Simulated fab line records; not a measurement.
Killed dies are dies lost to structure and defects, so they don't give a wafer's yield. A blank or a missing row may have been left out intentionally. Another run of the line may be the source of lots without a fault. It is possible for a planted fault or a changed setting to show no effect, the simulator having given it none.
A lot that was struck, set against a sound lot -- flow n5_finfet -- 39 steps out of a route of 1938
Sound: wafers L996.1, L996.5, L996.6. Struck: wafers L999.2, L999.4 (left out: L999.3, a lot-mate that was not struck); the cause follows at the end.
Order at every step that has rows: each side's tool, ch and its chambers, its first start. Under that, the readings that differ: sound wafers -- struck wafers -- difference of the means -- sigmas: that difference in standard deviations of wafers without a fault.
alike: readings with means less than 2 such deviations apart, plus words and numbers identical on both sides. not compared: withheld readings, readings lacking a value on some wafer, bounds such as >300 that could conceal the same value, and numbers that have no deviation in the record and whose values overlap.
Wherever a step has rows on one side only, a row that says differs or no value, or a row with sigmas, the two part there. Non-overlapping numbers with no deviation appear without sigmas and do not part them. A reading missing from all wafers of one side parts the sides only when that side holds two or more wafers.

first, 9 steps without rows for these wafers: N5_MOL_CONTACT_COAG_SPUTTER_130 (material Co, target thk 47.5 nm); N5_MOL_CONTACT_COAG_PRECLEAN_125 (cleans in DIW, time 57.5 s); N5_MOL_CONTACT_COAG_SRD_126 (dry time 32 s); N5_MOL_CONTACT_COAG_CMP_23 (polishes, stops on SiO2, t overpolish 1.5 s, target thk 0 nm); N5_MOL_CONTACT_COAG_WET_ETCH_26 (target Co, target depth 13 nm); N5_MOL_CONTACT_COAG_WET_ETCH_116 (etches the open film in SC1-inhibited, target depth 4.6 nm, rinse time 30 s); N5_MOL_CONTACT_COAG_ALD_27 (deposits SiOC, target thk 17 nm, pulse time 1.5 s, time 2720 s); N5_MOL_CONTACT_COAG_CMP_28 (polishes, stops on SiNx, t overpolish 0.85 s, target thk 14.522 nm); N5_MOL_CONTACT_COAG_ALD_123 (deposits SiNx, target thk 5 nm, pulse time 1 s, purge time 2 s).
N5_MOL_CONTACT_COAG_PECVD_31: deposits SiO2 from TEOS/O2, target thk 46 nm, time 8.9 s.
  sound on pecvd-04 ch 1,2, day 6 16:16; struck on pecvd-04 ch 1,2, day 7 06:24
reading,sound,struck,difference,sigmas
model.SiO2_of_MOL_CONTACT_COAG_PECVD_31.thk_nm (nm),45.4 46 46.6,40 40.8,-6,
then, 19 steps without rows for these wafers: N5_MOL_CONTACT_COAG_COAT_75 (time 60 s, resist thk 60 nm); N5_MOL_CONTACT_COAG_COAT_76 (time 60 s, resist thk 10 nm); N5_MOL_CONTACT_COAG_COAT_77 (time 60 s, resist thk 10 nm); N5_MOL_CONTACT_COAG_COAT_78 (resist thk 40 nm); N5_MOL_CONTACT_COAG_EBR_80; N5_MOL_CONTACT_COAG_SOFTBAKE_79 (time 60 s); N5_MOL_CONTACT_COAG_EXPOSE_81 (exposes mask VG, defocus 0 nm); N5_MOL_CONTACT_COAG_PEB_82 (peb time 60 s); N5_MOL_CONTACT_COAG_DEVELOP_83 (develop time 30 s); N5_MOL_CONTACT_COAG_DESCUM_88 (chemistry O2, time 7 s); N5_MOL_CONTACT_COAG_ETCH_89 (etches underlayer in N2/H2, target depth 13 nm, time 10.4 s); N5_MOL_CONTACT_COAG_ETCH_90 (etches SiARC in CF4, target depth 13 nm, time 21.7 s); N5_MOL_CONTACT_COAG_ALD_131 (deposits SiO2, target thk 5 nm, pulse time 1 s, co reactant pulse time 1 s); N5_MOL_CONTACT_COAG_ETCHBACK_132 (etches SiO2 in CHF3, target depth 10 nm, time 6.7 s); N5_MOL_CONTACT_COAG_ETCH_91 (etches SOC in N2/H2, target depth 60 nm, overetch 21 nm, time 101.2 s); N5_MOL_CONTACT_COAG_STRIP_92 (strips in N2/H2); N5_MOL_CONTACT_COAG_STRIP_93 (strips in N2/H2); N5_MOL_CONTACT_COAG_ETCHBACK_135 (etches SiO2 in CHF3, target depth 25 nm, time 16.7 s); N5_MOL_CONTACT_COAG_STRIP_118 (strips in CHF3).
N5_MOL_CONTACT_COAG_VIA_ETCH_46: etches SiO2 in C4F6/O2, target depth 46 nm, overetch 9.2 nm, time 40 s.
  sound on rie_diel-05 ch 1,2, day 6 17:43; struck on rie_diel-02 ch 2, day 7 07:21
reading,sound,struck,difference,sigmas
model.etch.depth_nm (nm),45.32 45.99 46.51,40.07 40.89,-5.46,
  alike: C4F6_flow_sccm, drypump_motor_current_A, oes_product_au, rf_fwd_power_W, rf_vpp_V, showerhead_plenum_p_Torr, throttle_valve_pct
  not compared: rf_hours_counter_h
then, 5 steps without rows for these wafers: N5_MOL_CONTACT_COAG_STRIP_96 (strips in N2/H2); N5_MOL_CONTACT_COAG_ETCH_47 (etches SiNx in CH3F/O2, stops on W, target depth 27 nm); N5_MOL_CONTACT_COAG_STRIP_119 (strips in N2/H2, time 30 s); N5_MOL_CONTACT_COAG_PRECLEAN_144 (cleans in alkaline clean, time 60 s); N5_MOL_CONTACT_COAG_SRD_145 (time 30 s).
N5_MOL_CONTACT_COAG_CMP_52: polishes, stops on SiO2, t overpolish 1.5 s, target thk 66.5 nm.
  sound on cmp-04 ch 1,2,3, day 6 20:00; struck on cmp-04 ch 1,3, day 7 09:36
reading,sound,struck,difference,sigmas
model.SiO2_of_MOL_CONTACT_COAG_PECVD_31.thk_nm (nm),43.2 44 44.4,38 38.8,-5,
  alike: motor_current_A
  not compared: pad_life_wafers
N5_MOL_CONTACT_COAG_THK_MEAS_53:
  sound on film_metro-01, day 6 20:11; struck on film_metro-01, day 7 09:54
reading,sound,struck,difference,sigmas
VIA_MOL_THK (nm),43.3 43.9 44.5,38.0 38.8,-5.5,-9
-- here the record skips 2 days between the struck wafers' starts before and after, leaving off in module MOL_CONTACT_COAG and picking up in module BEOL_M4 (first step shown: number 1111 of the route) --
N5_BEOL_M4_RC_MEAS_101:
  sound on prober-02 ch 0, day 9 10:10; struck on prober-02 ch 0, day 9 17:59
  alike: DIBL_N, DIBL_P, IOFF_N, IOFF_P, ION_N, ION_P, SS_N, SS_P, VT_N, VT_P
-- the record jumps here: 4 days lie between the struck wafers' starts before and after (it left off in module BEOL_M4 and takes up again in module PASSIVATION, whose first step shown is number 1936 of the route) --
N5_PASSIVATION_PROBE_49:
  record: rows for the struck wafers here (prober-01, day 13 18:40), none for the sound ones

== WHERE THEY PART ==
At N5_MOL_CONTACT_COAG_THK_MEAS_53 first; at N5_PASSIVATION_PROBE_49 last (within this record only).

WHY: what had been put in by the simulator
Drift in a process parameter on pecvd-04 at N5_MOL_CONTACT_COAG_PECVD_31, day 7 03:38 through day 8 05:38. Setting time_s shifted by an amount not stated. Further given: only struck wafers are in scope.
